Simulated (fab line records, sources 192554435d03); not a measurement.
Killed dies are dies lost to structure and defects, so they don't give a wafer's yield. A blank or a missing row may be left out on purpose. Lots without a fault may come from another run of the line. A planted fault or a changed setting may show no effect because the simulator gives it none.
A struck lot beside a sound one | flow n5_finfet | 13 steps out of a route of 1938
Sound: wafers L217.3, L217.5, L217.6. Struck: wafer L210.3. (L210.2, L210.6 of the same lot were not struck and are left out.) The cause comes at the end.
At each step with rows: each side's tool, then ch and its chambers, then its first start. Under that, the readings that differ: sound wafers | struck wafers | difference of the means | sigmas: that difference in standard deviations of wafers without a fault.
alike: readings whose means differ by less than 2 such deviations, and words and numbers that are the same on both sides. not compared: withheld readings, readings that some wafer has no value for, bounds like >300 that may hide the same value, and numbers for which the record gives no deviation and whose values overlap.
The two part at a step that has a row with sigmas, a row that says differs or no value, or rows on one side only. Numbers that don't overlap but have no deviation are shown without sigmas and don't part them. A reading that every wafer of one side lacks parts them only if that side has two wafers or more.

N5_MOL_CONTACT_COAG_SPUTTER_143: material Co, target thk 2.5 nm.
  sound on pvd_sputter-03, day 8 16:29; struck on pvd_sputter-01, day 7 04:18
  alike: susceptor_temp_C, throttle_valve_pct
N5_MOL_CONTACT_COAG_CO_FILL_22: material Co, precursor CCTBA/H2, target thk 20 nm.
  sound on cvd_co-01 ch 0,1,2, day 8 16:37; struck on cvd_co-01 ch 0, day 7 04:25
  alike: heater_power_w, susceptor_temp_C
N5_MOL_CONTACT_COAG_ANNEAL_113: time 300 s.
  sound on rtp_anneal-01 ch 0, day 8 17:38; struck on rtp_anneal-01 ch 0, day 7 05:16
  alike: anneal_temp_c_max, lamp_power_pct, wafer_temp_C_max
then, 4 steps without rows for these wafers: N5_MOL_CONTACT_COAG_PRE_CLEAN_142 (time 60 s); N5_MOL_CONTACT_COAG_SPUTTER_130 (material Co, target thk 47.5 nm); N5_MOL_CONTACT_COAG_PRECLEAN_125 (cleans in DIW, time 57.5 s); N5_MOL_CONTACT_COAG_SRD_126 (dry time 32 s).
N5_MOL_CONTACT_COAG_CMP_23: polishes, stops on SiO2, t overpolish 1.5 s, target thk 0 nm.
  sound on cmp-02 ch 1,2, day 8 19:55; struck on cmp-04 ch 1, day 7 07:28
  alike: motor_current_A, overpolish_run_s, platen_rpm, time_to_endpoint_s
then, 2 steps without rows for these wafers: N5_MOL_CONTACT_COAG_WET_ETCH_26 (target Co, target depth 13 nm); N5_MOL_CONTACT_COAG_WET_ETCH_116 (etches the open film in SC1-inhibited, target depth 4.6 nm, rinse time 30 s).
N5_MOL_CONTACT_COAG_ALD_27: deposits SiOC, target thk 17 nm, pulse time 1.5 s, time 2720 s.
  sound on ald_sin-04 ch 0,1, day 8 21:36; struck on ald_sin-03 ch 0, day 7 08:20
  reading                                           | sound                | struck | difference | sigmas
  ald_cycles                                        | 340 340 340          | 530    | +190       |
  run_length_s (s)                                  | 2770.3 2769.3 2770.1 | 4289.7 | +1519.8    | +99 or more
  time_s (s)                                        | 2720 2720 2720       | 4240   | +1520      |
  model.SiOC_of_MOL_CONTACT_COAG_ALD_27.thk_nm (nm) | 17 16.8 17           | 26.4   | +9.5       |
  alike: heater_power_w, precursor_pulse_height_rel, susceptor_temp_C
N5_MOL_CONTACT_COAG_CMP_28: polishes, stops on SiNx, t overpolish 0.85 s, target thk 14.522 nm.
  sound on cmp-02 ch 2,3, day 8 23:21; struck on cmp-04 ch 1, day 7 09:57
  alike: motor_current_A, platen_rpm
then, 1 step without rows for these wafers: N5_PASSIVATION_PROBE_49.

WHERE THEY PART
Only at N5_MOL_CONTACT_COAG_ALD_27, within this record. Later steps at which nothing parts them and some readings are alike: N5_MOL_CONTACT_COAG_CMP_28.

WHY: what the simulator had put in
Process parameter drift: ald_sin-03, from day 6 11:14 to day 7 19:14, at N5_MOL_CONTACT_COAG_ALD_27. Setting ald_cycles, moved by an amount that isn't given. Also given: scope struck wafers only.
